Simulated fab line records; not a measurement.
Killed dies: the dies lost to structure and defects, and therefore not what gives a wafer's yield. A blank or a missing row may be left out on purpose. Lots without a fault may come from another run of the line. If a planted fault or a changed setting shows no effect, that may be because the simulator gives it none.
Which of the tools did it?    flow n5Finfet    24 lots, 72 wafers sampled, at 6 steps of a route of 1938

== WHAT THE GAUGES READ, wafer by wafer ==
N5_BEOL_M7_RS_MEAS_57: uses a four-point probe to measure.
lot   measured      on            M7_RS (ohm/sq)
L074  day 9 15:13   filmMetro-02  0.287 0.292 0.302
L075  day 10 00:19  filmMetro-02  0.309 0.285 0.314
L076  day 10 00:56  filmMetro-01  0.293 0.295 0.279
L077  day 10 20:33  filmMetro-01  0.269 0.279 0.294
L079  day 11 06:38  filmMetro-01  0.303 0.304 0.315
L078  day 11 07:02  filmMetro-02  0.307 0.293 0.281
L080  day 11 10:40  filmMetro-01  0.297 0.285 0.299
L082  day 11 17:58  filmMetro-01  0.293 0.276 0.280
L081  day 11 18:01  filmMetro-01  0.291 0.288 0.305
L083  day 11 22:40  filmMetro-01  0.306 0.307 0.297
L084  day 12 04:13  filmMetro-02  0.270 0.280 0.294
L085  day 12 14:19  filmMetro-01  0.288 0.261 0.280
L087  day 12 22:18  filmMetro-02  0.282 0.302 0.273
L086  day 13 01:03  filmMetro-02  0.278 0.286 0.282
L090  day 13 09:48  filmMetro-01  0.301 0.278 0.275
L089  day 13 14:10  filmMetro-02  0.279 0.291 0.296
L088  day 13 19:00  filmMetro-02  0.302 0.281 0.294
L093  day 14 02:11  filmMetro-02  0.281 0.299 0.312
L092  day 14 03:46  filmMetro-01  0.284 0.288 0.308
L091  day 14 21:56  filmMetro-02  0.284 0.296 0.276
L094  day 15 02:23  filmMetro-01  0.286 0.285 0.313
L096  day 15 02:40  filmMetro-02  0.291 0.300 0.292
L095  day 15 07:34  filmMetro-01  0.283 0.284 0.297
L097  day 15 14:45  filmMetro-01  0.295 0.282 0.275

N5_BEOL_M9_INSPECT_13: inspects for defects (brightfield).
lot   measured      on                rawDefectCount
L074  day 10 03:06  defectInspect-01  471 278 283
L075  day 10 13:40  defectInspect-02  363 270 274
L076  day 10 13:27  defectInspect-01  511 432 418
L077  day 11 09:47  defectInspect-01  339 243 443
L079  day 11 16:50  defectInspect-01  382 445 401
L078  day 11 17:01  defectInspect-01  398 302 314
L080  day 11 20:25  defectInspect-01  358 468 361
L082  day 12 06:05  defectInspect-01  388 428 332
L081  day 12 06:16  defectInspect-02  376 412 389
L083  day 12 09:20  defectInspect-01  420 357 408
L084  day 12 16:05  defectInspect-02  577 428 419
L085  day 13 02:48  defectInspect-02  419 550 537
L087  day 13 08:02  defectInspect-01  356 364 373
L086  day 13 10:03  defectInspect-01  256 370 333
L090  day 13 19:01  defectInspect-01  535 459 384
L089  day 13 23:23  defectInspect-02  441 348 412
L088  day 14 03:17  defectInspect-02  329 326 304
L093  day 14 15:06  defectInspect-01  454 319 397
L092  day 14 15:16  defectInspect-01  252 266 319
L091  day 15 10:25  defectInspect-02  381 363 346
L094  day 15 13:44  defectInspect-02  526 417 393
L096  day 15 14:26  defectInspect-01  266 312 334
L095  day 15 18:40  defectInspect-02  412 448 456
L097  day 16 00:37  defectInspect-01  312 285 272

== WHAT TOOL EACH LOT RAN ON (gives the tool, then ch and the chambers of the sampled wafers, and finally the start) ==
lot   N5_BEOL_M7_DEGAS_44          N5_BEOL_M8_HM_OPEN_17             N5_BEOL_M8_CURE_75            N5_BEOL_M9_ILD_DEP_00
L074  pvdSputter-01, day 9 13:37   rieMetal-01 ch 0,1, day 9 18:31   uvCure-01 ch 1, day 9 21:27   pecvd-01 ch 0,1, day 10 00:34
L075  pvdSputter-02, day 9 22:25   rieMetal-02 ch 0,1, day 10 03:31  uvCure-01 ch 1, day 10 06:37  pecvd-04 ch 0,1, day 10 09:24
L076  pvdSputter-02, day 9 23:14   rieMetal-02 ch 0,1, day 10 03:43  uvCure-02 ch 1, day 10 06:08  pecvd-03 ch 0,1,2, day 10 09:08
L077  pvdSputter-03, day 10 17:50  rieMetal-02 ch 0,1, day 11 01:04  uvCure-02 ch 0, day 11 03:47  pecvd-01 ch 0,2, day 11 06:28
L079  pvdSputter-03, day 11 04:37  rieMetal-02 ch 1, day 11 10:00    uvCure-02 ch 2, day 11 12:09  pecvd-03 ch 0,1,2, day 11 14:35
L078  pvdSputter-02, day 11 05:16  rieMetal-02 ch 0,1, day 11 10:32  uvCure-03 ch 2, day 11 12:39  pecvd-03 ch 0,1,2, day 11 15:16
L080  pvdSputter-03, day 11 08:56  rieMetal-02 ch 0,1, day 11 13:31  uvCure-01 ch 1, day 11 16:36  pecvd-03 ch 0,1,2, day 11 18:46
L082  pvdSputter-03, day 11 16:08  rieMetal-01 ch 0,1, day 11 21:49  uvCure-01 ch 0, day 11 23:30  pecvd-04 ch 0,1, day 12 03:45
L081  pvdSputter-01, day 11 16:13  rieMetal-03 ch 0,1, day 11 21:54  uvCure-03 ch 1, day 11 23:53  pecvd-03 ch 1,2, day 12 04:01
L083  pvdSputter-02, day 11 20:34  rieMetal-03 ch 0,1, day 12 02:25  uvCure-02 ch 2, day 12 05:17  pecvd-03 ch 0,1,2, day 12 07:37
L084  pvdSputter-01, day 12 02:07  rieMetal-03 ch 0,1, day 12 06:43  uvCure-02 ch 1, day 12 09:26  pecvd-04 ch 0,1, day 12 12:14
L085  pvdSputter-03, day 12 12:17  rieMetal-03 ch 0,1, day 12 18:05  uvCure-03 ch 2, day 12 21:17  pecvd-04 ch 0,1,2, day 13 01:10
L087  pvdSputter-02, day 12 18:45  rieMetal-03 ch 0,1, day 13 00:41  uvCure-03 ch 1, day 13 02:03  pecvd-01 ch 0,1, day 13 06:04
L086  pvdSputter-02, day 12 22:01  rieMetal-03 ch 0,1, day 13 03:11  uvCure-03 ch 0, day 13 05:09  pecvd-04 ch 1,2, day 13 08:04
L090  pvdSputter-01, day 13 07:43  rieMetal-03 ch 0,1, day 13 11:52  uvCure-03 ch 2, day 13 14:36  pecvd-01 ch 0,1, day 13 17:14
L089  pvdSputter-02, day 13 12:14  rieMetal-01 ch 0,1, day 13 16:41  uvCure-01 ch 2, day 13 18:03  pecvd-04 ch 1,2, day 13 20:29
L088  pvdSputter-03, day 13 16:48  rieMetal-02 ch 0,1, day 13 21:21  uvCure-01 ch 0, day 13 23:02  pecvd-04 ch 1,2, day 14 01:56
L093  pvdSputter-02, day 14 00:02  rieMetal-01 ch 0,1, day 14 08:25  uvCure-03 ch 2, day 14 10:19  pecvd-04 ch 1,2, day 14 12:37
L092  pvdSputter-02, day 14 01:58  rieMetal-02 ch 0,1, day 14 08:32  uvCure-01 ch 2, day 14 09:56  pecvd-01 ch 0,1,2, day 14 12:31
L091  pvdSputter-03, day 14 19:49  rieMetal-01 ch 0,1, day 15 02:18  uvCure-03 ch 2, day 15 05:45  pecvd-04 ch 0,2, day 15 07:54
L094  pvdSputter-02, day 15 00:43  rieMetal-02 ch 0,1, day 15 05:36  uvCure-03 ch 1, day 15 07:10  pecvd-04 ch 0,1,2, day 15 10:24
L096  pvdSputter-02, day 15 00:54  rieMetal-01 ch 0,1, day 15 05:52  uvCure-01 ch 2, day 15 08:35  pecvd-01 ch 1,2, day 15 11:17
L095  pvdSputter-01, day 15 05:45  rieMetal-03 ch 0,1, day 15 10:26  uvCure-02 ch 1, day 15 13:20  pecvd-03 ch 0,1, day 15 15:51
L097  pvdSputter-01, day 15 12:56  rieMetal-03 ch 0,1, day 15 17:47  uvCure-02 ch 0, day 15 19:19  pecvd-03 ch 0,1, day 15 22:07
- N5_BEOL_M7_DEGAS_44: time 60 s.
- N5_BEOL_M8_HM_OPEN_17: chemistry Cl2/BCl3, target TiN, target depth 20 nm, overetch 6 nm.
- N5_BEOL_M8_CURE_75: cures SiCOH lowk, time 120 s.
- N5_BEOL_M9_ILD_DEP_00: deposits SiCOH lowk from DEMS/porogen, target thk 308.51 nm, time 58 s.

== WHAT THE TOOLS THEMSELVES READ (means of the sampled wafers that have a number; where no wafer has one, the mark that the record gives instead) ==
N5_BEOL_M7_DEGAS_44.
lot   tool           heaterPowerW (W)
L074  pvdSputter-01  339
L075  pvdSputter-02  341
L076  pvdSputter-02  327
L077  pvdSputter-03  303
L079  pvdSputter-03  325
L078  pvdSputter-02  323
L080  pvdSputter-03  347
L082  pvdSputter-03  342
L081  pvdSputter-01  334
L083  pvdSputter-02  347
L084  pvdSputter-01  339
L085  pvdSputter-03  328
L087  pvdSputter-02  340
L086  pvdSputter-02  330
L090  pvdSputter-01  358
L089  pvdSputter-02  332
L088  pvdSputter-03  353
L093  pvdSputter-02  325
L092  pvdSputter-02  338
L091  pvdSputter-03  334
L094  pvdSputter-02  323
L096  pvdSputter-02  344
L095  pvdSputter-01  343
L097  pvdSputter-01  341

N5_BEOL_M8_HM_OPEN_17.
lot   tool         biasW (W)  drypumpMotorCurrentA (A)  heBacksideLeakSccm (sccm)  oesProductAu (a.u.)  throttleValvePct (%)
L074  rieMetal-01  126.3      5.2                       3.43                       0.71                 21.93
L075  rieMetal-02  126.1      6.2                       3.24                       0.71                 22.06
L076  rieMetal-02  126.1      6.4                       3.32                       0.64                 22.00
L077  rieMetal-02  126.1      6.2                       3.22                       0.70                 22.07
L079  rieMetal-02  126.0      6.5                       3.58                       0.57                 21.91
L078  rieMetal-02  125.9      6.2                       3.32                       0.70                 22.07
L080  rieMetal-02  126.3      6.4                       3.34                       0.63                 22.01
L082  rieMetal-01  126.0      5.6                       3.36                       0.66                 21.87
L081  rieMetal-03  126.1      5.5                       3.17                       0.79                 22.08
L083  rieMetal-03  126.3      5.5                       3.21                       0.78                 22.09
L084  rieMetal-03  126.3      5.7                       3.26                       0.79                 22.25
L085  rieMetal-03  126.2      5.6                       3.44                       0.77                 22.28
L087  rieMetal-03  126.0      5.7                       3.52                       0.76                 22.28
L086  rieMetal-03  125.8      5.5                       3.29                       0.76                 22.10
L090  rieMetal-03  126.2      5.6                       3.33                       0.77                 22.26
L089  rieMetal-01  126.2      5.1                       3.54                       0.69                 21.92
L088  rieMetal-02  126.0      6.4                       3.47                       0.62                 22.00
L093  rieMetal-01  125.9      5.1                       3.53                       0.69                 21.93
L092  rieMetal-02  125.9      6.4                       3.39                       0.62                 22.00
L091  rieMetal-01  126.2      5.6                       3.47                       0.64                 21.89
L094  rieMetal-02  126.6      6.2                       3.28                       0.66                 22.09
L096  rieMetal-01  126.5      5.1                       3.39                       0.68                 21.95
L095  rieMetal-03  126.1      5.5                       3.17                       0.76                 22.09
L097  rieMetal-03  125.9      5.7                       3.42                       0.74                 22.29

N5_BEOL_M8_CURE_75.
lot   tool       lampPowerPct (%)  wafer_temp_C_max
L074  uvCure-01  52.36             371.7
L075  uvCure-01  52.28             372.0
L076  uvCure-02  52.34             371.8
L077  uvCure-02  52.34             372.7
L079  uvCure-02  52.34             371.3
L078  uvCure-03  52.31             372.0
L080  uvCure-01  52.29             371.8
L082  uvCure-01  52.32             371.4
L081  uvCure-03  52.34             371.5
L083  uvCure-02  52.36             371.0
L084  uvCure-02  52.31             371.7
L085  uvCure-03  52.29             371.8
L087  uvCure-03  52.32             371.6
L086  uvCure-03  52.30             371.0
L090  uvCure-03  52.35             371.6
L089  uvCure-01  52.30             372.7
L088  uvCure-01  52.33             371.6
L093  uvCure-03  52.30             371.7
L092  uvCure-01  52.33             373.2
L091  uvCure-03  52.29             371.4
L094  uvCure-03  52.26             371.6
L096  uvCure-01  52.26             372.4
L095  uvCure-02  52.36             371.9
L097  uvCure-02  52.33             372.9

N5_BEOL_M9_ILD_DEP_00.
lot   tool      heaterPowerW (W)  showerheadPlenumPTorr (Torr)  showerheadVppV (V)  throttleValvePct (%)
L074  pecvd-01  259               5.747                         1356                13.9
L075  pecvd-04  273               5.739                         1353                13.8
L076  pecvd-03  286               5.721                         1443                14.7
L077  pecvd-01  343               5.731                         1377                14.0
L079  pecvd-03  312               5.731                         1441                14.6
L078  pecvd-03  308               5.719                         1448                14.8
L080  pecvd-03  283               5.718                         1435                14.7
L082  pecvd-04  251               5.738                         1331                13.9
L081  pecvd-03  316               5.719                         1419                13.2
L083  pecvd-03  299               5.728                         1452                14.6
L084  pecvd-04  274               5.736                         1357                13.9
L085  pecvd-04  307               5.724                         1396                13.7
L087  pecvd-01  258               5.736                         1362                13.7
L086  pecvd-04  351               5.721                         1437                13.6
L090  pecvd-01  263               5.744                         1347                13.8
L089  pecvd-04  306               5.726                         1444                13.9
L088  pecvd-04  354               5.724                         1452                13.7
L093  pecvd-04  287               5.742                         1395                13.8
L092  pecvd-01  321               5.744                         1355                14.1
L091  pecvd-04  311               5.721                         1407                13.7
L094  pecvd-04  322               5.726                         1396                13.9
L096  pecvd-01  226               5.743                         1326                14.1
L095  pecvd-03  305               5.726                         1461                16.1
L097  pecvd-03  295               5.714                         1453                16.0

== THE ANSWER, worked out from the rows above alone ==
Rule: the lots themselves supply what counts as usual. The widest of any qualifying gaps counts: lots, ordered by their means at a reading, are off when they make up no more than a third of the lots, leave a main group of 4 or more, and stand apart from it by 3 or more times the standard deviation of that group's means. Not used: any main group whose means are identical at the precision the tables above print for the reading. A lot without any number at a reading at which 4 lots or more have one is off too. Where the step has rows for the other lots, those lots are counted as sound. After the gauges, taken in route order, come the tools' own readings; for these a lot's mean is taken, as printed above. At the first step where some lot is off, the reading lying furthest off is the one used; lots without a number count as furthest.
Across all readings shown, no lot is off: no conclusion can be drawn from this.

== WHAT THE SIMULATOR HAD PUT IN ==
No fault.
